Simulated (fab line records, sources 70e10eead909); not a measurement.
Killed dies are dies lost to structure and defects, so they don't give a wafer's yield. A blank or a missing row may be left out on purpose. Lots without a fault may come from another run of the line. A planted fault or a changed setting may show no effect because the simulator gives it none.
Chamber matching | flow nand_harc | NHARC_P_CONTACT_CMP_01 on cmp-04: 4 sister chambers
The step polishes SiO2, target thk 200 nm. 4 wafers are shown with their chamber, then 9 later ones without.

WAFERS WITH THEIR CHAMBER
wafer  | chamber | motor_current_A (A)
L088.3 | 1       | 12.4
L092.1 | 0       | 12.4
L092.2 | 3       | 10.4
L092.4 | 2       | 13.0

WAFERS WITHOUT THEIR CHAMBER
wafer  | motor_current_A (A)
L094.1 | 11.2
L094.4 | 12.6
L094.5 | 12.3
L095.1 | 12.7
L095.3 | 10.2
L095.4 | 12.6
L096.1 | 10.6
L096.2 | 12.4
L096.3 | 12.5

WHICH CHAMBER EACH WENT THROUGH
wafer  | from the rows above          | in truth
L094.1 | can't be placed: 3 or 0 or 1 | 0
L094.4 | can't be placed: 0 or 1 or 2 | 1
L094.5 | can't be placed: 0 or 1 or 2 | 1
L095.1 | can't be placed: 0 or 1 or 2 | 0
L095.3 | 3                            | 3
L095.4 | can't be placed: 0 or 1 or 2 | 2
L096.1 | 3                            | 3
L096.2 | can't be placed: 0 or 1 or 2 | 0
L096.3 | can't be placed: 0 or 1 or 2 | 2
Placed correctly: 2 of 9. Can't be placed from these rows: 7 (the true chamber is among the candidates in 7). Placed wrongly: 0.
How it was worked out, from the rows above alone: a wafer's distance from a chamber is the root of the sum, over the readings, of the square of ((its reading less the chamber's mean) divided by the reading's scatter). The wafer belongs to the nearest chamber; if the next one is less than 2 further off, it can't be placed. A chamber's mean is the mean of its shown wafers. The scatter: with one shown wafer a chamber, the root of the mean of the squares of how far each hidden wafer lies from its nearest shown one.
